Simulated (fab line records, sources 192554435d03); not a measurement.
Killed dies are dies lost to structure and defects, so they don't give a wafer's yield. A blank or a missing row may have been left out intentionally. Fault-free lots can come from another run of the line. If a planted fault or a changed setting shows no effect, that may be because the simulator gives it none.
One fault seen from 3 desks + flow n5-finfet + every desk sees just its own numbers, and what lay behind them comes last

== FROM THE METROLOGY DESK ==
Means of the sampled wafers that have a number, per lot and without regard to the tool the lot ran on: this is what the gauges read. The brackets show how far a lot's mean lies from the usual mean; more than 4 standard deviations puts the lot out of limits, marked OUT. Shown here are 7 of its 12 readings, the ones lying furthest out on some lot.
Columns: A = V0_OVL at N5_BEOL_M1_OVL_MEAS_29, usual -0.4 nm; B = IOFF_N at N5_BEOL_M4_RC_MEAS_101, usual 0.16 nA/um; C = IOFF_P at N5_BEOL_M4_RC_MEAS_101, usual 0.22 nA/um; D = ION_P at N5_BEOL_M4_RC_MEAS_101, usual 466 uA/um; E = SS_P at N5_BEOL_M4_RC_MEAS_101, usual 73.2 mV/dec; F = VT_N at N5_BEOL_M4_RC_MEAS_101, usual 249 mV; G = VT_P at N5_BEOL_M4_RC_MEAS_101, usual -248.9 mV
| lot  | first seen here | A    | B    | C    | D   | E    | F   | G      |
|------|-----------------|------|------|------|-----|------|-----|--------|
| L891 | day 7 16:34     | -1.3 | 0.17 | 0.22 | 465 | 74.4 | 250 | -250.3 |
| L892 | day 7 19:55     | -0.8 | 0.16 | 0.21 | 463 | 73.3 | 250 | -249.8 |
| L893 | day 7 22:54     | -0.2 | 0.21 | 0.30 | 482 | 73.5 | 243 | -241.1 |
| L902 | day 10 02:08    | -0.2 | 0.15 | 0.22 | 461 | 72.8 | 251 | -248.5 |
| L908 | day 11 17:31    | -0.4 | 0.15 | 0.23 | 476 | 73.1 | 250 | -248.0 |
Finding of this desk: none of the 5 lots has anything out of limits.

== THE DEFECT DESK ==
For each lot, the counts of the inspections along the route, averaged over the sampled wafers that have a number. The brackets show how far a lot's mean lies from the usual mean; more than 4 standard deviations puts the lot out of limits, marked OUT.
Columns: A = raw-defect-count at N5_BEOL_M1_INSPECT_30, usual 348
| lot  | first seen here | A   |
|------|-----------------|-----|
| L891 | day 7 16:39     | 428 |
| L892 | day 7 20:00     | 293 |
| L893 | day 7 22:59     | 361 |
| L902 | day 10 02:13    | 335 |
| L908 | day 11 17:37    | 365 |
Finding of this desk: none of the 5 lots has anything out of limits.

== THE TOOL OWNER'S DESK: rie-diel-04 ==
The tool's own readings at N5_BEOL_M1_ETCH_70 (etches SOC in N2/H2, target depth 80 nm, overetch 16 nm, time 120 s): means of the sampled wafers that have a number, for each lot that ran on this tool. The brackets show how far a lot's mean lies from the usual mean; more than 4 standard deviations puts the lot out of limits, marked OUT.
Columns: A = drypump-motor-current-A at N5_BEOL_M1_ETCH_70, usual 5.9 A; B = oes-product-au at N5_BEOL_M1_ETCH_70, usual 0.58 a.u.; C = rf-vpp-V at N5_BEOL_M1_ETCH_70, usual 524.6 V; D = showerhead-plenum-p-Torr at N5_BEOL_M1_ETCH_70, usual 2.58 Torr; E = throttle-valve-pct at N5_BEOL_M1_ETCH_70, usual 17.87 %
| lot  | first seen here | A   | B    | C     | D    | E     |
|------|-----------------|-----|------|-------|------|-------|
| L892 | day 8 00:41     | 6.0 | 0.54 | 526.9 | 2.63 | 18.19 |
| L902 | day 10 05:12    | 6.0 | 0.54 | 525.6 | 2.63 | 18.03 |
Finding of this desk: none of the 2 lots has anything out of limits.

== ALL TOGETHER ==
The metrology desk saw nothing out of limits.
The defect desk saw nothing out of limits.
Nothing out of limits was seen by the tool owner's desk.

== WHAT HAD BEEN PUT IN BY THE SIMULATOR ==
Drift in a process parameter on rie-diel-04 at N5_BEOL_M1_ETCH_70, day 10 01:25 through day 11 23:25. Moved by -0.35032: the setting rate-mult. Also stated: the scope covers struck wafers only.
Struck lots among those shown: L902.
